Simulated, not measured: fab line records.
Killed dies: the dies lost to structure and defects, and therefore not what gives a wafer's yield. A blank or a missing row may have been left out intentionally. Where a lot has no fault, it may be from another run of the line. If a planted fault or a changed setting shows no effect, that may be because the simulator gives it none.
What tool caused it?	flow nand_harc	72 wafers from 24 lots sampled at 5 of the route's 1302 steps

== WHAT THE GAUGES READ, wafer by wafer ==
NHARC_A_M0_INSPECT_11. Usual: 82 for raw_defect_count, sd 37.
lot	measured	on	raw_defect_count	flag
L075	day 22 18:59	defect_inspect-01	27 16 23	
L074	day 22 20:05	defect_inspect-02	91 105 102	
L076	day 24 01:25	defect_inspect-02	77 75 65	
L078	day 24 04:40	defect_inspect-01	114 134 123	
L077	day 24 10:28	defect_inspect-01	69 68 75	
L079	day 24 20:53	defect_inspect-01	92 84 64	
L081	day 25 21:02	defect_inspect-01	98 94 78	
L082	day 25 22:22	defect_inspect-01	119 120 138	
L080	day 26 00:24	defect_inspect-02	59 64 78	
L083	day 26 13:59	defect_inspect-02	47 42 41	
L085	day 27 17:37	defect_inspect-01	79 61 72	
L084	day 28 11:48	defect_inspect-02	137 152 146	
L087	day 28 12:52	defect_inspect-01	35 30 36	
L086	day 28 13:51	defect_inspect-02	123 121 108	
L091	day 29 02:50	defect_inspect-02	76 70 81	
L090	day 29 10:13	defect_inspect-01	102 114 102	
L088	day 29 15:39	defect_inspect-02	51 63 55	
L089	day 30 03:16	defect_inspect-01	67 56 72	
L092	day 30 06:59	defect_inspect-02	106 125 123	
L093	day 31 03:05	defect_inspect-01	38 36 28	
L094	day 31 05:56	defect_inspect-01	131 137 125	
L095	day 31 14:31	defect_inspect-02	80 66 66	
L096	day 32 01:36	defect_inspect-02	136 153 124	
L097	day 32 15:53	defect_inspect-01	29 25 30	

NHARC_A_M0_INSPECT_27. Usual: 528 for raw_defect_count, sd 120.
lot	measured	on	raw_defect_count	flag
L075	day 22 21:32	defect_inspect-01	621 466 526	
L074	day 22 22:38	defect_inspect-02	456 378 476	
L076	day 24 03:57	defect_inspect-01	419 464 632	
L078	day 24 07:13	defect_inspect-01	528 601 654	
L077	day 24 13:05	defect_inspect-02	577 534 514	
L079	day 24 23:31	defect_inspect-02	482 505 398	
L081	day 25 23:35	defect_inspect-02	438 481 428	
L082	day 26 00:56	defect_inspect-01	690 624 812	
L080	day 26 02:58	defect_inspect-02	441 362 409	
L083	day 26 16:29	defect_inspect-02	486 544 382	
L085	day 27 20:12	defect_inspect-02	510 478 465	
L084	day 28 14:42	defect_inspect-01	726 836 663	
L087	day 28 15:27	defect_inspect-02	648 761 535	
L086	day 28 16:25	defect_inspect-01	489 444 685	
L091	day 29 05:22	defect_inspect-02	487 512 389	
L090	day 29 13:10	defect_inspect-02	688 758 900	
L088	day 29 18:13	defect_inspect-02	605 605 580	
L089	day 30 05:53	defect_inspect-01	448 466 457	
L092	day 30 09:32	defect_inspect-02	626 413 443	
L093	day 31 05:38	defect_inspect-01	415 527 539	
L094	day 31 08:29	defect_inspect-01	561 422 575	
L095	day 31 17:03	defect_inspect-02	554 606 381	
L096	day 32 04:19	defect_inspect-01	588 562 674	
L097	day 32 18:26	defect_inspect-02	454 385 523	

NHARC_A_BONDPAD_OVL_MEAS_35. Usual: overlay_x_nm 2 nm, standard deviation 5.9; overlay_y_nm 0 nm, standard deviation 6.4.
lot	measured	on	overlay_x_nm (nm)	overlay_y_nm (nm)	flag
L075	day 23 03:42	overlay-02	4 3 4	15 14 14	
L074	day 23 04:48	overlay-01	-5 -5 -5	-8 -8 -8	
L076	day 24 10:37	overlay-02	1 1 0	-3 -3 -3	
L078	day 24 14:10	overlay-02	-2 -2 -2	-3 -3 -2	
L077	day 24 19:18	overlay-01	4 4 4	-4 -4 -4	
L079	day 25 06:14	overlay-01	6 5 6	5 5 5	
L081	day 26 05:34	overlay-02	13 13 13	-10 -10 -10	
L082	day 26 07:19	overlay-02	5 5 5	-5 -5 -5	
L080	day 26 10:19	overlay-01	-3 -3 -2	-8 -8 -8	
L083	day 26 22:33	overlay-02	-5 -5 -5	-1 -1 -1	
L085	day 28 02:41	overlay-01	12 11 12	7 7 7	
L084	day 28 20:55	overlay-02	12 12 12	9 9 9	
L087	day 28 22:00	overlay-01	-4 -4 -4	1 1 1	
L086	day 28 23:08	overlay-02	1 1 0	0 0 1	
L091	day 29 11:31	overlay-02	5 5 5	4 3 3	
L090	day 29 19:25	overlay-01	-9 -9 -9	-1 -2 -1	
L088	day 30 00:21	overlay-01	5 5 5	2 2 4	
L089	day 30 12:19	overlay-01	8 8 8	-8 -8 -7	
L092	day 30 15:30	overlay-02	-5 -5 -5	5 5 5	
L093	day 31 11:41	overlay-02	4 4 4	11 11 10	
L094	day 31 14:33	overlay-01	3 3 3	-1 -1 -1	
L095	day 31 23:20	overlay-01	11 11 11	-8 -8 -8	
L096	day 32 10:27	overlay-02	-3 -3 -2	7 7 6	
L097	day 33 00:28	overlay-01	3 3 3	-3 -3 -3	

== EACH LOT AND THE TOOL THAT RAN IT (in order: tool; ch and the chambers of the sampled wafers; start) ==
lot	NHARC_A_M0_DEGAS_28	NHARC_A_M0_PVD_20
L075	pvd_sputter-01, day 22 19:59	pvd_sputter-01, day 22 21:32 or earlier
L074	pvd_sputter-03, day 22 21:04	pvd_sputter-03, day 22 22:38 or earlier
L076	pvd_sputter-03, day 24 02:25	pvd_sputter-03, day 24 03:57 or earlier
L078	pvd_sputter-01, day 24 05:40	pvd_sputter-01, day 24 07:13 or earlier
L077	pvd_sputter-03, day 24 11:32	pvd_sputter-03, day 24 13:05 or earlier
L079	pvd_sputter-01, day 24 21:58	pvd_sputter-01, day 24 23:31 or earlier
L081	pvd_sputter-01, day 25 22:01	pvd_sputter-01, day 25 23:35 or earlier
L082	pvd_sputter-03, day 25 23:21	pvd_sputter-03, day 26 00:56 or earlier
L080	pvd_sputter-01, day 26 01:23	pvd_sputter-01, day 26 02:58 or earlier
L083	pvd_sputter-02, day 26 14:58	pvd_sputter-02, day 26 16:29 or earlier
L085	pvd_sputter-03, day 27 18:39	pvd_sputter-03, day 27 20:12 or earlier
L084	pvd_sputter-01, day 28 12:50	pvd_sputter-01, day 28 14:42 or earlier
L087	pvd_sputter-02, day 28 13:54	pvd_sputter-02, day 28 15:27 or earlier
L086	pvd_sputter-01, day 28 14:52	pvd_sputter-01, day 28 16:25 or earlier
L091	pvd_sputter-02, day 29 03:49	pvd_sputter-02, day 29 05:22 or earlier
L090	pvd_sputter-03, day 29 11:18	pvd_sputter-03, day 29 13:10 or earlier
L088	pvd_sputter-03, day 29 16:38	pvd_sputter-03, day 29 18:13 or earlier
L089	pvd_sputter-02, day 30 04:15	pvd_sputter-02, day 30 05:53 or earlier
L092	pvd_sputter-02, day 30 07:58	pvd_sputter-02, day 30 09:32 or earlier
L093	pvd_sputter-02, day 31 04:04	pvd_sputter-02, day 31 05:38 or earlier
L094	pvd_sputter-03, day 31 06:55	pvd_sputter-03, day 31 08:29 or earlier
L095	pvd_sputter-03, day 31 15:29	pvd_sputter-03, day 31 17:03 or earlier
L096	pvd_sputter-02, day 32 02:36	pvd_sputter-02, day 32 04:19 or earlier
L097	pvd_sputter-02, day 32 16:52	pvd_sputter-02, day 32 18:26 or earlier
- NHARC_A_M0_DEGAS_28: time 60 s.
- NHARC_A_M0_PVD_20: deposits TaN, target thk 5 nm, time 8.06 s.

== WHAT THE TOOLS THEMSELVES READ (means of the sampled wafers that have a number; where no wafer has one, the mark that the record gives instead) ==
NHARC_A_M0_DEGAS_28. Usual: 333 W for heater_power_w, sd 43.
lot	tool	heater_power_w (W)	flag
L075	pvd_sputter-01	357	
L074	pvd_sputter-03	349	
L076	pvd_sputter-03	349	
L078	pvd_sputter-01	342	
L077	pvd_sputter-03	348	
L079	pvd_sputter-01	287	
L081	pvd_sputter-01	286	
L082	pvd_sputter-03	344	
L080	pvd_sputter-01	328	
L083	pvd_sputter-02	308	
L085	pvd_sputter-03	367	
L084	pvd_sputter-01	329	
L087	pvd_sputter-02	339	
L086	pvd_sputter-01	326	
L091	pvd_sputter-02	325	
L090	pvd_sputter-03	349	
L088	pvd_sputter-03	341	
L089	pvd_sputter-02	317	
L092	pvd_sputter-02	342	
L093	pvd_sputter-02	325	
L094	pvd_sputter-03	367	
L095	pvd_sputter-03	369	
L096	pvd_sputter-02	307	
L097	pvd_sputter-02	325	

NHARC_A_M0_PVD_20. Usual: 29.9 % for throttle_valve_pct, sd 0.65.
lot	tool	throttle_valve_pct (%)	flag
L075	pvd_sputter-01	30.2	
L074	pvd_sputter-03	30.4	
L076	pvd_sputter-03	29.6	
L078	pvd_sputter-01	30.2	
L077	pvd_sputter-03	29.8	
L079	pvd_sputter-01	30.1	
L081	pvd_sputter-01	30.6	
L082	pvd_sputter-03	30.0	
L080	pvd_sputter-01	30.7	
L083	pvd_sputter-02	29.4	
L085	pvd_sputter-03	30.0	
L084	pvd_sputter-01	30.5	
L087	pvd_sputter-02	29.1	
L086	pvd_sputter-01	30.4	
L091	pvd_sputter-02	29.5	
L090	pvd_sputter-03	29.6	
L088	pvd_sputter-03	29.9	
L089	pvd_sputter-02	29.0	
L092	pvd_sputter-02	29.2	
L093	pvd_sputter-02	28.6	
L094	pvd_sputter-03	30.1	
L095	pvd_sputter-03	30.4	
L096	pvd_sputter-02	29.3	
L097	pvd_sputter-02	29.6	

== THE ANSWER, worked out from the rows above alone ==
Rule: take the mean of a lot's wafers that have a number; if it is more than 3 standard deviations from the usual mean, the lot is off. A lot without any number at a reading at which 4 lots or more have one is off too. All remaining lots with rows at the step are treated as sound. First the gauges in route order, then the tools' own readings, where a lot's mean is used as printed above. The first step at which some lot is off is used, and at that step the reading that is off furthest; a lot without a number counts as furthest.
No lot is off on any of the readings shown, so nothing can be concluded from this.

== WHAT WAS PUT IN BY THE SIMULATOR ==
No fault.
